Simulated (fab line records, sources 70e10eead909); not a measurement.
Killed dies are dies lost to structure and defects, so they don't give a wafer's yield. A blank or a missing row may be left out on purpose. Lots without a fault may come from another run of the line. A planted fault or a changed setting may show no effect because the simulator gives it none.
A struck lot beside a sound one | flow nand_harc | 14 steps out of a route of 1159
Sound: wafers L638.1, L638.2, L638.5. Struck: wafers L644.1, L644.2, L644.4. The cause comes at the end.
At each step with rows: each side's tool, then ch and its chambers, then its first start. Under that, the readings that differ: sound wafers | struck wafers | difference of the means | sigmas: that difference in standard deviations of wafers without a fault.
alike: readings whose means differ by less than 2 such deviations, and words and numbers that are the same on both sides. not compared: withheld readings, readings that some wafer has no value for, bounds like >300 that may hide the same value, and numbers for which the record gives no deviation and whose values overlap.
The two part at a step that has a row with sigmas, a row that says differs or no value, or rows on one side only. Numbers that don't overlap but have no deviation are shown without sigmas and don't part them. A reading that every wafer of one side lacks parts them only if that side has two wafers or more.

first, 5 steps without rows for these wafers: NHARC_A_STAIRCASE_EXPOSE_181 (exposes mask STAIR 2); NHARC_A_STAIRCASE_PEB_182 (peb time 130 s); NHARC_A_STAIRCASE_DEVELOP_183 (time 140 s); NHARC_A_STAIRCASE_HARDBAKE_185 (time 140 s); NHARC_A_STAIRCASE_DESCUM_186 (chemistry O2, time 3 s).
NHARC_A_STAIRCASE_TRIM_187: chemistry O2, time 211.2 s.
  sound on rie_diel-13 ch 0,2, day 13 05:36; struck on rie_diel-13 ch 0,1,2, day 15 04:04
  alike: drypump_motor_current_A, oes_product_au, rf_vpp_V, showerhead_plenum_p_Torr, throttle_valve_pct
  not compared: rf_hours_counter_h
NHARC_A_STAIRCASE_ETCH_188: etches the open film in C4F8/O2, target depth 100 nm, time 40.5 s.
  sound on rie_diel-13 ch 0,1; struck on rie_diel-13 ch 0,1,2
  alike: oes_product_au, rf_vpp_V
  not compared: rf_hours_counter_h
then, 1 step without rows for these wafers: NHARC_A_STAIRCASE_TRIM_189 (chemistry O2, time 211.2 s).
NHARC_A_STAIRCASE_ETCH_190: etches the open film in C4F8/O2, target depth 100 nm, time 40.5 s.
  sound on rie_diel-13 ch 0,2,3; struck on rie_diel-13 ch 0,2,3
  alike: oes_product_au, rf_vpp_V
  not compared: rf_hours_counter_h
NHARC_A_STAIRCASE_TRIM_191: chemistry O2, time 211.2 s.
  sound on rie_diel-13 ch 0,2; struck on rie_diel-13 ch 1,2,3
  alike: drypump_motor_current_A, oes_product_au, rf_vpp_V, showerhead_plenum_p_Torr, throttle_valve_pct
  not compared: rf_hours_counter_h
then, 1 step without rows for these wafers: NHARC_A_STAIRCASE_ETCH_192 (etches the open film in C4F8/O2, target depth 100 nm, time 40.5 s).
NHARC_A_STAIRCASE_TRIM_193: chemistry O2, time 211.2 s.
  sound on rie_diel-13 ch 0,2, day 13 08:06; struck on rie_diel-13 ch 0,2,3, day 15 05:37
  reading               | sound             | struck            | difference | sigmas
  oes_product_au (a.u.) | 1.014 1.028 1.023 | 1.241 1.226 1.228 | +0.210     | +13
  alike: drypump_motor_current_A, rf_vpp_V, showerhead_plenum_p_Torr, throttle_valve_pct
  not compared: rf_hours_counter_h
NHARC_A_STAIRCASE_ETCH_194: etches the open film in C4F8/O2, target depth 100 nm, time 40.5 s.
  sound on rie_diel-13 ch 0,1,2; struck on rie_diel-13 ch 0,1,3
  alike: oes_product_au, rf_vpp_V
  not compared: rf_hours_counter_h
-- the record jumps here: 8 days lie between the struck wafers' starts before and after (it left off in module A_STAIRCASE and takes up again in module END, whose first step shown is number 1159 of the route) --
NHARC_END_SORT_01:
  sound on prober-02 ch 0, day 21 04:17; struck on prober-01 ch 0, day 23 14:10
  reading         | sound    | struck      | difference | sigmas
  killed_at_array | 28 24 21 | 187 187 194 | +165       | +17
  killed_dies     | 39 28 23 | 190 194 200 | +165       | +17
  alike: killed_at_other, killed_at_periphery, killed_open, killed_short

WHERE THEY PART
First at NHARC_A_STAIRCASE_TRIM_193; last, within this record, at NHARC_END_SORT_01.

WHY: what the simulator had put in
Process parameter drift: rie_diel-13, from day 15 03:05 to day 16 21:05, at NHARC_A_STAIRCASE_TRIM_193. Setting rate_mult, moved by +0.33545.
